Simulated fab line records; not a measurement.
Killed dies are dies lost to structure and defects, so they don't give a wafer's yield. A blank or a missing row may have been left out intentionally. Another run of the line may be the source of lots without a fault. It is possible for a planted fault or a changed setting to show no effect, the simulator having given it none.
fab line records	flow n5-finfet
[record] lots = 24	wafers = 72	last-day = 17
route steps=1938 shown BEOL_M10@1529 BEOL_M11@1537
lots untouched by any fault: they come from a run of this same line in which no faults occurred
start-h: the number of hours between the record's first day and the start of the first shown wafer of the lot	wait-h: hours elapsed since this lot's preceding step	" same as the row above	L1.1+2: a row that stands for several wafers	- no value, or no start given	* or withheld: withheld	< > ~ a bound
route shown NAME@n: a module of which the file shows steps, and the number in the route of the first	usual: mean/standard deviation of fault-free wafers	same: alike in all rows	chamber/n: place in a boat	sites: the reading at each site	_std_site: how widely they spread, as a standard deviation	_edge_site: outer sites' mean less inner sites'	radius-mm: for every site, how far away it sits from the centre of the wafer	mask NAME#n: copy n	behind: the tool/chamber that last shaped the wafer	hold: the reason the lot was held/the length of the hold in hours/how it ended	device: names the non-switching transistor (n, p or np)	end of line: tests of these same wafers at the route's end	for a step that has no rows: nothing shown but its recipe	killed: count of dies lost to structure and defects at first sort (not the wafer's yield)	map: a wafer's dies, marking killed ones x, the rest . and places with no die _
set.NAME: setting as actually run; set.NAME@STEP: the setting as run at that earlier step	model.NAME: the simulator's own value behind a step, which no gauge read
one table for each step of the route and one row for each wafer, over a sample of lots
services: from which hour (start-h, from the record's first day; less than 0 if before it) a tool's chamber was out of use, for how many hours, and why
[[steps]]
[step N5_BEOL_M10_ANNEAL_51]
[recipe] temp-c = 225	time-s = 90	ambient = N2
[usual] wafer_temp_C_max = 225.88/0.29
lot.wafer	tool	chamber	start-h	wait-h	wafer_temp_C_max
L074.3	rtp-anneal-02	0	209.41	0.7	226.12
L074.4	"	0	"	"	225.90
L074.5	"	0	"	"	226.18
L075.2	rtp-anneal-01	0	218.04	0.5	225.94
L075.4	"	0	"	"	225.95
L075.6	"	0	"	"	225.50
L077.1	rtp-anneal-01	0	226.24	0.1	225.29
L077.2	"	0	"	"	225.37
L077.5	"	0	"	"	225.48
L078.1	rtp-anneal-01	0	230.29	0.1	225.61
L078.2	"	0	"	"	225.71
L078.6	"	0	"	"	225.62
L076.2	rtp-anneal-01	0	233.20	0.9	225.52
L076.5	"	0	"	"	225.74
L076.6	"	0	"	"	225.39
L080.1	rtp-anneal-02	0	239.38	0.2	226.33
L080.3	"	0	"	"	226.29
L080.5	"	0	"	"	226.05
L079.1	rtp-anneal-01	0	248.95	0.1	225.72
L079.4	"	0	"	"	225.85
L079.5	"	0	"	"	225.56
L082.1	rtp-anneal-01	0	266.31	0.1	225.87
L082.2	"	0	"	"	226.02
L082.6	"	0	"	"	225.64
L081.2	rtp-anneal-02	0	267.20	0.1	225.84
L081.4	"	0	"	"	226.14
L081.6	"	0	"	"	225.99
L083.3	rtp-anneal-01	0	270.74	0.1	225.92
L083.5	"	0	"	"	226.04
L083.6	"	0	"	"	226.21
L084.2	rtp-anneal-01	0	277.38	0.4	225.70
L084.3	"	0	"	"	225.66
L084.6	"	0	"	"	225.56
L085.1	rtp-anneal-02	0	282.81	0.1	225.51
L085.3	"	0	"	"	226.38
L085.6	"	0	"	"	225.81
L086.1	rtp-anneal-02	0	283.13	0.1	225.99
L086.2	"	0	"	"	226.21
L086.5	"	0	"	"	226.17
L087.1	rtp-anneal-02	0	296.58	0.3	226.60
L087.4	"	0	"	"	225.89
L087.6	"	0	"	"	226.08
L089.2	rtp-anneal-01	0	299.08	0.4	226.19
L089.5	"	0	"	"	225.85
L089.6	"	0	"	"	225.91
L088.1	rtp-anneal-01	0	306.21	0.1	226.04
L088.3	"	0	"	"	225.79
L088.6	"	0	"	"	225.78
L090.2	rtp-anneal-02	0	315.61	0.1	225.94
L090.5	"	0	"	"	226.29
L090.6	"	0	"	"	226.28
L091.4	rtp-anneal-01	0	317.33	0.5	225.91
L091.5	"	0	"	"	225.76
L091.6	"	0	"	"	225.76
L092.2	rtp-anneal-01	0	333.77	1.0	225.49
L092.3	"	0	"	"	225.37
L092.5	"	0	"	"	225.57
L093.3	rtp-anneal-01	0	335.82	0.1	225.62
L093.5	"	0	"	"	225.80
L093.6	"	0	"	"	225.89
L094.1	rtp-anneal-01	0	338.21	0.2	225.51
L094.3	"	0	"	"	225.59
L094.5	"	0	"	"	225.53
L095.3	rtp-anneal-02	0	353.64	0.1	225.93
L095.4	"	0	"	"	226.25
L095.5	"	0	"	"	226.22
L097.1	rtp-anneal-02	0	356.56	0.1	225.75
L097.2	"	0	"	"	225.72
L097.6	"	0	"	"	226.04
L096.3	rtp-anneal-02	0	358.32	0.3	226.26
L096.5	"	0	"	"	226.31
L096.6	"	0	"	"	226.19
[step N5_BEOL_M11_CURE_71]
[recipe] temp-c = 385	time-s = 240	ambient = He/Ar	material = SiCOH_lowk
[usual] lamp-power-pct = 52.31/0.05	wafer_temp_C_max = 386.7/0.65
lot.wafer	tool	chamber	start-h	wait-h	lamp-power-pct	wafer_temp_C_max
L074.3	uv-cure-03	0	210.38	0.2	52.22	386.1
L074.4	"	0	"	"	52.34	386.3
L074.5	"	0	"	"	52.26	386.0
L075.2	uv-cure-01	0	219.62	0.8	52.24	386.9
L075.4	"	0	"	"	52.26	386.7
L075.6	"	0	"	"	52.29	386.8
L077.1	uv-cure-01	0	227.11	0.0	52.29	386.8
L077.2	"	0	"	"	52.33	386.9
L077.5	"	0	"	"	52.20	386.8
L078.1	uv-cure-02	2	231.43	0.0	52.33	386.7
L078.2	"	2	"	"	52.25	386.6
L078.6	"	2	"	"	52.23	386.4
L076.2	uv-cure-01	2	234.34	0.1	52.25	388.3
L076.5	"	2	"	"	52.29	387.6
L076.6	"	2	"	"	52.22	387.3
L080.1	uv-cure-01	1	240.28	0.1	52.26	389.0
L080.3	"	1	"	"	52.26	388.0
L080.5	"	1	"	"	52.34	387.2
L079.1	uv-cure-02	1	249.82	0.0	52.25	386.5
L079.4	"	1	"	"	52.34	386.7
L079.5	"	1	"	"	52.35	386.8
L082.1	uv-cure-01	1	267.18	0.0	52.44	388.3
L082.2	"	1	"	"	52.43	387.2
L082.6	"	1	"	"	52.36	388.2
L081.2	uv-cure-02	1	268.10	0.1	52.33	387.2
L081.4	"	1	"	"	52.26	386.5
L081.6	"	1	"	"	52.26	386.6
L083.3	uv-cure-02	0	271.68	0.2	52.34	386.3
L083.5	"	0	"	"	52.37	386.9
L083.6	"	0	"	"	52.32	386.6
L084.2	uv-cure-02	2	278.36	0.2	52.43	386.6
L084.3	"	2	"	"	52.36	387.1
L084.6	"	2	"	"	52.33	387.3
L085.1	uv-cure-03	1	283.70	0.0	52.23	386.0
L085.3	"	1	"	"	52.33	386.6
L085.6	"	1	"	"	52.32	385.9
L086.1	uv-cure-01	0	284.00	0.0	52.27	386.0
L086.2	"	0	"	"	52.32	386.4
L086.5	"	0	"	"	52.31	386.3
L087.1	uv-cure-03	2	297.45	0.0	52.29	386.4
L087.4	"	2	"	"	52.28	386.4
L087.6	"	2	"	"	52.30	386.7
L089.2	uv-cure-01	0	299.98	0.1	52.26	386.8
L089.5	"	0	"	"	52.35	386.5
L089.6	"	0	"	"	52.33	386.2
L088.1	uv-cure-03	0	307.08	0.0	52.25	385.7
L088.3	"	0	"	"	52.25	386.0
L088.6	"	0	"	"	52.32	386.0
L090.2	uv-cure-01	1	316.72	0.1	52.32	387.1
L090.5	"	1	"	"	52.26	387.9
L090.6	"	1	"	"	52.31	388.8
L091.4	uv-cure-01	0	318.32	0.3	52.40	386.4
L091.5	"	0	"	"	52.35	386.4
L091.6	"	0	"	"	52.28	387.1
L092.2	uv-cure-03	1	334.67	0.1	52.32	386.2
L092.3	"	1	"	"	52.33	385.8
L092.5	"	1	"	"	52.35	386.2
L093.3	uv-cure-02	0	336.76	0.2	52.28	386.5
L093.5	"	0	"	"	52.37	385.9
L093.6	"	0	"	"	52.29	386.4
L094.1	uv-cure-02	2	339.08	0.0	52.32	386.6
L094.3	"	2	"	"	52.27	386.3
L094.5	"	2	"	"	52.31	386.0
L095.3	uv-cure-02	0	354.59	0.2	52.25	386.5
L095.4	"	0	"	"	52.37	386.4
L095.5	"	0	"	"	52.26	386.6
L097.1	uv-cure-01	2	357.55	0.0	52.31	387.7
L097.2	"	2	"	"	52.27	387.3
L097.6	"	2	"	"	52.32	387.1
L096.3	uv-cure-03	0	359.43	0.2	52.27	387.1
L096.5	"	0	"	"	52.26	387.2
L096.6	"	0	"	"	52.27	386.2
[step N5_BEOL_M11_PECVD_70]
[recipe] material = SiO2	target-thk-a = 200	temp-c = 400	precursor = TEOS/O2	pressure-torr = 5.5	rf-w = 450	teos-flow-sccm = 53.8	gas = O2	flow-sccm = 3000	time-s = 22.7
[usual] heater-power-w = 706/110	showerhead-plenum-p-Torr = 8.77/0.043	throttle-valve-pct = 22.8/1.6
lot.wafer	tool	chamber	start-h	wait-h	heater-power-w	showerhead-plenum-p-Torr	throttle-valve-pct
L074.3	pecvd-04	0	210.77	0.0	944	8.76	20.8
L074.4	"	1	"	"	468	8.69	22.8
L074.5	"	0	"	"	775	8.77	20.7
L075.2	pecvd-04	0	220.09	0.0	807	8.76	21.0
L075.4	"	1	"	"	587	8.69	22.9
L075.6	"	0	"	"	787	8.77	20.8
L077.1	pecvd-04	1	227.66	0.0	504	8.69	22.7
L077.2	"	2	"	"	722	8.83	21.3
L077.5	"	0	"	"	917	8.79	20.9
L078.1	pecvd-04	0	231.98	0.0	813	8.75	20.7
L078.2	"	1	"	"	579	8.69	22.6
L078.6	"	0	"	"	830	8.79	21.0
L076.2	pecvd-02	0	234.81	0.0	662	8.79	25.5
L076.5	"	0	"	"	648	8.78	25.7
L076.6	"	1	"	"	730	8.77	22.9
L080.1	pecvd-03	0	240.83	0.0	678	8.77	22.3
L080.3	"	0	"	"	695	8.79	22.4
L080.5	"	0	"	"	686	8.76	22.5
L079.1	pecvd-03	1	250.85	0.0	615	8.73	25.0
L079.4	"	1	"	"	620	8.71	25.4
L079.5	"	0	"	"	666	8.75	22.3
L082.1	pecvd-02	1	267.73	0.0	856	8.75	22.7
L082.2	"	2	"	"	725	8.77	22.8
L082.6	"	1	"	"	873	8.76	22.9
L081.2	pecvd-02	0	268.57	0.0	739	8.78	25.9
L081.4	"	1	"	"	847	8.74	22.8
L081.6	"	2	"	"	763	8.79	23.3
L083.3	pecvd-02	1	272.07	0.0	739	8.77	22.8
L083.5	"	1	"	"	736	8.76	22.8
L083.6	"	0	"	"	665	8.81	25.5
L084.2	pecvd-02	1	279.23	0.0	775	8.79	22.8
L084.3	"	0	"	"	706	8.80	25.6
L084.6	"	1	"	"	804	8.77	22.7
L085.1	pecvd-03	0	284.25	0.0	636	8.79	22.5
L085.3	"	2	"	"	542	8.82	21.1
L085.6	"	1	"	"	651	8.70	25.3
L086.1	pecvd-03	0	284.55	0.0	640	8.77	22.6
L086.2	"	1	"	"	612	8.72	25.0
L086.5	"	2	"	"	528	8.82	21.5
L087.1	pecvd-02	0	298.00	0.0	644	8.78	25.9
L087.4	"	0	"	"	647	8.78	26.0
L087.6	"	1	"	"	863	8.78	22.9
L089.2	pecvd-02	0	300.45	0.0	612	8.82	25.7
L089.5	"	0	"	"	599	8.80	25.5
L089.6	"	2	"	"	774	8.78	23.4
L088.1	pecvd-04	1	307.63	0.0	471	8.70	22.6
L088.3	"	2	"	"	649	8.84	21.3
L088.6	"	2	"	"	661	8.82	21.4
L090.2	pecvd-02	2	317.20	0.0	801	8.79	23.4
L090.5	"	2	"	"	783	8.80	23.6
L090.6	"	0	"	"	705	8.79	25.5
L091.4	pecvd-04	1	318.65	0.1	593	8.69	22.8
L091.5	"	0	"	"	948	8.80	20.9
L091.6	"	2	"	"	660	8.82	21.3
L092.2	pecvd-04	1	335.14	0.0	573	8.66	22.9
L092.3	"	0	"	"	893	8.77	20.8
L092.5	"	2	"	"	735	8.82	21.4
L093.3	pecvd-02	0	337.15	0.0	705	8.78	25.7
L093.5	"	1	"	"	814	8.77	22.7
L093.6	"	2	"	"	732	8.77	23.4
L094.1	pecvd-03	2	339.63	0.0	536	8.85	21.5
L094.3	"	1	"	"	661	8.73	25.2
L094.5	"	2	"	"	536	8.81	21.3
L095.3	pecvd-04	0	355.00	0.0	878	8.79	20.8
L095.4	"	2	"	"	665	8.84	21.4
L095.5	"	1	"	"	591	8.68	22.7
L097.1	pecvd-02	2	358.10	0.0	748	8.80	23.4
L097.2	"	1	"	"	742	8.77	22.7
L097.6	"	2	"	"	779	8.80	23.7
L096.3	pecvd-04	1	359.82	0.0	587	8.70	22.8
L096.5	"	0	"	"	819	8.79	20.9
L096.6	"	2	"	"	651	8.83	21.3
[step N5_BEOL_M11_STRIP_36]
[recipe] chemistry = N2/H2	power-w = 450	temp-c = 40	pressure-mtorr = 20	rf-frequency-hz = 6e+07	overash-fraction = 0.3	bias-power-w = 7	h2-frac = 0.5	n2-flow-sccm = 200	h2-flow-sccm = 200
[usual] bias-power-w = 7.000/0.021	drypump-motor-current-A = 5.91/0.28	oes-product-au = 0.77/0.086	rf-vpp-V = 58.9/2	showerhead-plenum-p-Torr = 2.53/0.074	throttle-valve-pct = 23.53/0.28
lot.wafer	tool	chamber	start-h	wait-h	bias-power-w	drypump-motor-current-A	oes-product-au	rf-hours-counter-h	rf-vpp-V	showerhead-plenum-p-Torr	throttle-valve-pct
L074.3	rie-diel-03	3	213.64	0.0	6.992	5.87	0.69	234	59.4	2.61	23.54
L074.4	"	2	"	"	6.998	6.06	0.79	95	56.8	2.58	23.76
L074.5	"	2	"	"	6.994	6.03	0.79	-	57.9	2.57	23.74
L075.2	rie-diel-02	3	225.53	0.0	6.991	6.14	0.88	25	61.7	2.51	23.75
L075.4	"	0	"	"	6.982	5.49	0.89	31	62.9	2.47	23.51
L075.6	"	2	"	"	7.014	5.97	0.72	-	59.7	2.53	23.47
L077.1	rie-diel-06	1	231.80	0.0	7.026	6.46	0.84	70	56.4	2.55	23.24
L077.2	"	0	"	"	7.002	5.81	0.71	188	61.0	2.67	23.93
L077.5	"	2	"	"	7.002	6.07	0.71	-	59.5	2.48	23.08
L078.1	rie-diel-03	1	234.92	0.0	7.003	5.43	0.70	221	58.1	2.51	23.84
L078.2	"	2	"	"	7.019	6.04	0.79	101	62.3	2.57	23.75
L078.6	"	3	"	"	6.977	5.84	0.71	-	60.8	2.61	23.58
L076.2	rie-diel-02	3	238.64	0.0	7.012	6.18	0.90	28	58.8	2.50	23.79
L076.5	"	0	"	"	6.984	5.48	0.89	-	58.2	2.47	23.51
L076.6	"	3	"	"	7.001	6.17	0.90	-	51.7	2.50	23.78
L080.1	rie-diel-06	0	246.80	0.0	7.027	5.81	0.70	193	56.5	2.66	23.89
L080.3	"	3	"	"	7.011	5.77	0.69	234	58.6	2.50	23.78
L080.5	"	3	"	"	7.011	5.77	0.70	-	60.0	2.50	23.80
L079.1	rie-diel-03	0	256.07	0.0	7.024	5.74	0.74	184	58.9	2.41	23.57
L079.4	"	1	"	"	6.986	5.45	0.69	229	58.2	2.50	23.86
L079.5	"	1	"	"	7.005	5.47	0.67	-	57.9	2.50	23.87
L082.1	rie-diel-03	2	272.16	0.0	6.992	6.02	0.77	114	56.6	2.57	23.79
L082.2	"	0	"	"	7.030	5.75	0.74	189	59.3	2.41	23.55
L082.6	"	2	"	"	6.996	6.02	0.78	-	57.8	2.57	23.79
L081.2	rie-diel-06	2	272.72	0.0	6.953	6.06	0.68	226	57.6	2.47	23.07
L081.4	"	1	"	"	7.022	6.51	0.82	82	59.0	2.54	23.27
L081.6	"	1	"	"	7.046	6.50	0.84	-	59.7	2.54	23.29
L083.3	rie-diel-02	0	275.58	0.0	7.014	5.52	0.87	48	57.2	2.46	23.54
L083.5	"	0	"	"	7.027	5.47	0.87	-	61.8	2.46	23.51
L083.6	"	1	"	"	6.996	5.98	0.80	-	58.3	2.66	23.16
L084.2	rie-diel-02	3	281.31	0.0	7.030	6.14	0.86	41	59.8	2.50	23.80
L084.3	"	2	"	"	6.998	5.98	0.71	199	59.8	2.52	23.49
L084.6	"	3	"	"	7.010	6.16	0.86	-	57.6	2.50	23.82
L086.1	rie-diel-03	3	287.25	0.0	7.020	5.87	0.96	0	58.3	2.61	23.09
L086.2	"	1	"	"	6.984	5.50	0.67	240	62.4	2.50	23.91
L086.5	"	2	"	"	7.014	6.02	0.77	-	61.5	2.56	23.75
L085.1	rie-diel-06	1	287.85	0.0	7.027	6.49	0.82	86	57.2	2.54	23.29
L085.3	"	3	"	"	7.012	5.78	0.67	247	58.3	2.50	23.86
L085.6	"	2	"	"	6.981	6.03	0.67	-	55.4	2.47	23.11
L087.1	rie-diel-02	2	302.18	0.0	6.977	5.99	0.72	205	61.9	2.52	23.49
L087.4	"	3	"	"	7.030	6.13	0.84	48	55.1	2.50	23.84
L087.6	"	3	"	"	7.026	6.17	0.86	-	57.6	2.50	23.82
L089.2	rie-diel-06	2	304.88	0.0	7.027	6.02	0.67	235	60.6	2.47	23.18
L089.5	"	0	"	"	6.989	5.78	0.68	-	58.1	2.65	23.94
L089.6	"	1	"	"	6.982	6.48	0.82	-	57.0	2.54	23.32
L088.1	rie-diel-06	0	313.84	0.0	7.013	5.80	0.68	215	56.8	2.65	23.96
L088.3	"	1	"	"	6.982	6.47	0.81	96	59.2	2.54	23.30
L088.6	"	1	"	"	6.961	6.47	0.81	-	59.2	2.54	23.30
L091.4	rie-diel-03	0	323.65	0.0	7.024	5.76	0.74	205	58.7	2.40	23.59
L091.5	"	0	"	"	7.040	5.74	0.73	-	59.8	2.40	23.56
L091.6	"	1	"	"	6.999	5.47	0.67	-	56.4	2.49	23.89
L090.2	rie-diel-02	0	323.82	0.0	6.986	5.46	0.85	62	57.9	2.46	23.55
L090.5	"	0	"	"	6.990	5.43	0.85	-	57.8	2.46	23.53
L090.6	"	1	"	"	6.999	5.97	0.77	-	59.8	2.66	23.19
L092.2	rie-diel-03	3	337.55	0.0	7.003	5.84	0.90	15	61.7	2.60	23.05
L092.3	"	0	"	"	6.984	5.74	0.72	211	60.9	2.40	23.60
L092.5	"	3	"	"	7.018	5.81	0.90	-	56.5	2.60	23.02
L093.3	rie-diel-06	0	339.75	0.0	7.003	5.78	0.68	223	57.8	2.65	23.96
L093.5	"	0	"	"	6.995	5.78	0.67	-	59.3	2.65	23.97
L093.6	"	1	"	"	6.981	6.50	0.80	-	58.4	2.54	23.32
L094.1	rie-diel-06	2	343.52	0.0	6.975	6.05	0.67	248	59.8	2.46	23.14
L094.3	"	1	"	"	6.962	6.50	0.80	105	59.0	2.53	23.31
L094.5	"	2	"	"	6.977	6.03	0.67	-	57.2	2.46	23.13
L095.3	rie-diel-03	0	358.27	0.0	7.004	5.70	0.70	218	60.9	2.40	23.62
L095.4	"	1	"	"	6.997	5.48	0.97	2	60.7	2.49	23.42
L095.5	"	0	"	"	6.960	5.74	0.71	-	58.7	2.40	23.61
L097.1	rie-diel-02	3	360.37	0.0	7.027	6.14	0.82	65	59.5	2.49	23.82
L097.2	"	1	"	"	6.984	5.97	0.77	119	59.3	2.65	23.18
L097.6	"	3	"	"	7.028	6.15	0.84	-	57.4	2.49	23.85
L096.3	rie-diel-03	3	365.55	0.0	7.006	5.82	0.88	25	57.0	2.60	23.09
L096.5	"	2	"	"	6.965	6.05	0.75	-	58.2	2.55	23.81
L096.6	"	1	"	"	6.980	5.46	0.96	-	62.2	2.49	23.46
[step N5_BEOL_M11_CD_MEAS_35]
[recipe] target-cd-nm = 70	polarity = opening
[usual] cd-nm = 69.6/0.87
lot.wafer	tool	chamber	start-h	wait-h	cd-nm
L074.3	cd-sem-03	-	214.01	0.0	69.1
L074.4	"	-	"	"	70.8
L074.5	"	-	"	"	69.9
L075.2	cd-sem-01	-	225.90	0.0	69.7
L075.4	"	-	"	"	69.9
L075.6	"	-	"	"	71.2
L077.1	cd-sem-03	-	232.21	0.0	71.5
L077.2	"	-	"	"	69.4
L077.5	"	-	"	"	70.0
L078.1	cd-sem-02	-	235.31	0.0	69.7
L078.2	"	-	"	"	68.2
L078.6	"	-	"	"	69.3
L076.2	cd-sem-01	-	239.11	0.0	70.1
L076.5	"	-	"	"	70.9
L076.6	"	-	"	"	70.6
L080.1	cd-sem-01	-	247.17	0.0	70.6
L080.3	"	-	"	"	69.4
L080.5	"	-	"	"	68.4
L079.1	cd-sem-01	-	256.58	0.0	69.4
L079.4	"	-	"	"	69.8
L079.5	"	-	"	"	68.1
L082.1	cd-sem-02	-	272.54	0.0	69.9
L082.2	"	-	"	"	68.7
L082.6	"	-	"	"	69.4
L081.2	cd-sem-02	-	273.10	0.0	69.9
L081.4	"	-	"	"	70.1
L081.6	"	-	"	"	70.0
L083.3	cd-sem-01	-	275.96	0.0	68.9
L083.5	"	-	"	"	69.3
L083.6	"	-	"	"	70.8
L084.2	cd-sem-02	-	281.69	0.0	70.7
L084.3	"	-	"	"	69.6
L084.6	"	-	"	"	70.3
L086.1	cd-sem-03	-	287.63	0.0	69.9
L086.2	"	-	"	"	68.9
L086.5	"	-	"	"	69.0
L085.1	cd-sem-01	-	288.26	0.0	70.0
L085.3	"	-	"	"	71.3
L085.6	"	-	"	"	70.6
L087.1	cd-sem-02	-	302.55	0.0	69.6
L087.4	"	-	"	"	68.9
L087.6	"	-	"	"	69.3
L089.2	cd-sem-03	-	305.25	0.0	69.4
L089.5	"	-	"	"	69.1
L089.6	"	-	"	"	69.5
L088.1	cd-sem-01	-	314.23	0.0	70.4
L088.3	"	-	"	"	70.2
L088.6	"	-	"	"	69.8
L091.4	cd-sem-01	-	324.04	0.0	69.5
L091.5	"	-	"	"	68.4
L091.6	"	-	"	"	69.1
L090.2	cd-sem-03	-	324.20	0.0	69.1
L090.5	"	-	"	"	69.0
L090.6	"	-	"	"	70.7
L092.2	cd-sem-03	-	337.94	0.0	68.3
L092.3	"	-	"	"	70.3
L092.5	"	-	"	"	68.3
L093.3	cd-sem-03	-	340.13	0.0	69.0
L093.5	"	-	"	"	68.8
L093.6	"	-	"	"	68.9
L094.1	cd-sem-03	-	343.90	0.0	70.3
L094.3	"	-	"	"	71.1
L094.5	"	-	"	"	69.5
L095.3	cd-sem-03	-	358.75	0.0	69.0
L095.4	"	-	"	"	70.2
L095.5	"	-	"	"	69.5
L097.1	cd-sem-02	-	360.84	0.0	68.5
L097.2	"	-	"	"	69.2
L097.6	"	-	"	"	68.6
L096.3	cd-sem-02	-	366.02	0.0	69.4
L096.5	"	-	"	"	68.3
L096.6	"	-	"	"	68.4
[step N5_BEOL_M11_CMP_52]
[recipe] stop-on = SiCOH_lowk	t-overpolish-s = 7	down-force-psi = 1	platen-rpm = 50	clearing-platen-down-force-psi = 1.5	clearing-platen-rpm = 50	post-cmp-clean = cu-alkaline	target-thk-nm = 140	clearing-platen-pad-velocity-m-s = 0.99484	pad-velocity-m-s = 0.99484
[usual] barrier-field-endpoint-s = 29.1/0.96	clearing-platen-rpm = 50.003/0.026	edge-zone-pressure-frac = 1.001/0.0047	motor-current-A = 6.1/0.6	overpolish-run-s = 7.000/0.0098	platen-rpm = 50.00/0.036	time-to-endpoint-s = 67/4.3
lot.wafer	tool	chamber	start-h	wait-h	barrier-field-endpoint-s	clearing-platen-rpm	edge-zone-pressure-frac	motor-current-A	overpolish-run-s	platen-rpm	time-to-endpoint-s
L074.3	cmp-01	2	217.33	0.2	27.9	49.996	1.001	5.2	6.995	49.99	66
L074.4	"	0	"	"	27.4	50.014	1.006	5.8	7.000	50.05	64
L074.5	"	1	"	"	28.3	50.014	0.997	7.6	6.993	49.98	71
L075.4	cmp-03	1	228.40	0.2	28.3	50.011	1.007	7.0	6.989	49.95	64
L075.2	"	2	"	"	27.2	50.021	1.003	5.2	6.997	49.99	62
L075.6	"	0	"	"	29.6	50.000	0.997	6.4	7.004	50.01	69
L077.2	cmp-01	0	235.17	0.4	28.3	49.994	0.994	6.1	7.009	50.00	61
L077.1	"	1	"	"	28.7	50.007	1.005	7.0	6.985	50.06	70
L077.5	"	1	"	"	29.3	50.003	1.009	7.1	7.003	49.94	69
L078.1	cmp-01	0	239.61	0.3	27.5	49.995	1.005	6.4	6.999	50.01	59
L078.2	"	3	"	"	29.2	50.014	1.000	6.0	7.017	49.96	69
L078.6	"	1	"	"	29.9	49.974	0.997	6.9	6.999	50.07	66
L076.2	cmp-01	0	241.40	0.3	27.1	50.026	1.011	6.0	7.009	50.01	59
L076.5	"	1	"	"	29.1	50.017	1.006	6.9	6.998	49.96	70
L076.6	"	2	"	"	29.5	50.002	1.001	5.2	7.001	50.03	66
L080.1	cmp-01	1	248.90	0.3	29.0	49.979	1.000	6.9	6.993	50.05	66
L080.3	"	3	"	"	29.9	50.026	0.997	5.8	7.019	49.97	69
L080.5	"	0	"	"	27.8	49.987	1.002	6.1	7.004	49.98	59
L079.1	cmp-03	2	258.33	0.3	28.0	50.062	0.996	5.4	7.011	49.95	63
L079.4	"	0	"	"	30.7	49.983	0.991	6.2	7.012	50.07	73
L079.5	"	3	"	"	29.3	50.036	1.006	5.8	7.005	49.97	67
L082.2	cmp-03	2	274.53	0.2	28.5	50.032	0.994	5.4	6.988	49.99	66
L082.1	"	3	"	"	29.6	50.015	0.996	5.8	7.007	50.02	68
L082.6	"	3	"	"	29.1	50.013	1.004	6.2	6.996	50.05	65
L081.2	cmp-03	3	275.82	0.2	28.7	49.988	1.005	5.9	6.980	50.08	67
L081.4	"	2	"	"	29.8	49.991	1.007	5.4	7.013	49.98	63
L081.6	"	3	"	"	29.3	49.975	1.006	5.8	7.008	50.02	65
L083.3	cmp-01	3	279.17	0.2	31.2	50.015	1.005	5.6	6.995	49.97	71
L083.6	"	2	"	"	29.5	49.959	0.999	5.4	6.988	50.01	67
L083.5	"	3	"	"	31.2	50.041	1.003	6.1	7.011	50.02	69
L084.2	cmp-03	0	283.79	0.3	29.8	49.986	1.000	6.2	6.991	49.97	73
L084.3	"	1	"	"	28.5	50.014	0.997	7.0	7.001	49.99	65
L084.6	"	3	"	"	28.8	49.992	1.011	5.8	7.019	49.98	66
L086.2	cmp-01	3	289.80	0.2	30.0	50.038	0.995	5.9	7.006	49.93	76
L086.1	"	1	"	"	29.6	50.058	1.002	7.4	7.005	49.96	74
L086.5	"	3	"	"	30.0	49.994	1.002	6.3	7.002	49.98	72
L085.1	cmp-03	0	290.81	0.3	30.0	50.019	0.999	6.0	6.995	50.02	70
L085.3	"	1	"	"	28.8	50.035	1.007	6.9	7.016	50.02	65
L085.6	"	3	"	"	28.7	49.973	1.000	5.5	6.983	49.91	66
L087.1	cmp-04	1	304.53	0.3	30.1	50.034	1.001	6.3	6.997	50.00	75
L087.4	"	2	"	"	28.1	50.034	1.002	6.3	6.993	50.01	60
L087.6	"	0	"	"	29.0	50.028	0.995	6.0	6.991	49.94	65
L089.2	cmp-03	0	307.33	0.3	29.8	50.003	1.004	6.0	6.996	49.97	75
L089.5	"	2	"	"	29.0	50.028	1.006	5.5	7.004	50.01	63
L089.6	"	3	"	"	28.7	49.988	0.999	5.8	6.984	49.94	66
L088.3	cmp-04	2	316.21	0.2	26.6	50.023	1.001	6.2	6.976	50.00	59
L088.1	"	3	"	"	27.8	49.993	0.992	5.6	6.997	49.95	68
L088.6	"	0	"	"	28.8	49.968	1.008	6.2	6.980	50.05	67
L091.4	cmp-01	1	325.75	0.2	28.9	49.984	1.003	7.0	6.980	49.99	71
L091.6	"	2	"	"	29.4	49.996	0.997	5.3	7.011	50.01	70
L091.5	"	3	"	"	31.1	49.996	1.000	6.1	7.010	49.98	76
L090.2	cmp-03	3	326.55	0.3	27.7	50.020	1.005	5.8	6.993	49.98	64
L090.6	"	0	"	"	30.0	50.008	1.002	6.4	7.010	49.97	71
L090.5	"	1	"	"	29.1	50.000	1.001	7.3	6.988	50.04	65
L092.2	cmp-03	3	340.35	0.2	29.0	49.992	0.995	5.7	7.003	50.00	66
L092.3	"	0	"	"	30.7	50.001	1.002	6.5	6.998	50.05	76
L092.5	"	0	"	"	30.6	50.020	1.001	6.4	7.002	50.06	74
L093.3	cmp-04	1	344.34	0.2	30.0	50.018	0.999	6.1	6.993	49.98	74
L093.6	"	3	"	"	28.6	50.016	0.998	5.9	7.011	49.96	65
L093.5	"	0	"	"	29.6	49.986	1.000	5.8	6.987	50.03	67
L094.1	cmp-01	0	346.18	0.3	28.5	50.009	1.005	6.0	7.007	50.05	60
L094.3	"	1	"	"	30.2	50.031	1.005	7.3	7.009	50.05	69
L094.5	"	1	"	"	31.1	49.997	1.012	6.9	6.999	50.03	70
L095.3	cmp-03	2	361.94	0.2	29.2	49.972	0.993	5.3	6.996	50.04	66
L095.4	"	3	"	"	30.2	50.029	0.999	5.9	7.007	49.94	71
L095.5	"	3	"	"	30.1	50.025	1.006	5.8	7.005	49.97	71
L097.2	cmp-04	1	363.12	0.3	31.2	49.952	0.992	6.3	6.986	50.03	77
L097.1	"	2	"	"	27.6	49.977	0.999	6.7	7.007	50.03	63
L097.6	"	3	"	"	28.6	50.042	0.995	5.8	6.981	50.05	63
L096.3	cmp-01	2	368.54	0.2	29.8	49.979	1.005	5.1	7.013	50.06	68
L096.6	"	2	"	"	29.8	49.984	1.003	5.4	6.997	50.08	68
L096.5	"	3	"	"	31.0	50.002	0.998	5.7	6.991	50.04	73
[[services]]
tool	chamber	start-h	hours	kind
pecvd-04	-	191.31	14.0	repair
cmp-03	-	200.52	4.0	pm
uv-cure-02	-	209.39	2.8	pm
uv-cure-01	-	211.51	7.5	pm
pecvd-04	1	211.99	6.6	repair
pecvd-02	-	217.23	0.5	repair
rie-diel-03	-	220.73	0.9	repair
rie-diel-02	3	229.20	1.3	repair
cmp-01	-	229.82	3.5	repair
pecvd-04	-	234.31	0.6	repair
uv-cure-02	-	236.62	2.6	repair
rie-diel-03	0	237.94	16.9	repair
uv-cure-01	-	245.37	5.4	repair
cmp-03	-	246.74	0.4	repair
cmp-01	-	255.89	0.7	repair
uv-cure-01	-	294.39	2.1	pm
cmp-01	-	300.42	4.0	pm
uv-cure-02	-	310.58	0.2	repair
cmp-01	-	316.25	4.7	pm
pecvd-02	-	322.09	5.5	pm
cmp-03	-	322.94	0.5	repair
pecvd-02	-	333.66	1.2	repair
uv-cure-02	-	339.56	7.5	pm
rie-diel-03	1	367.60	2.7	repair
[[key]]
fault none
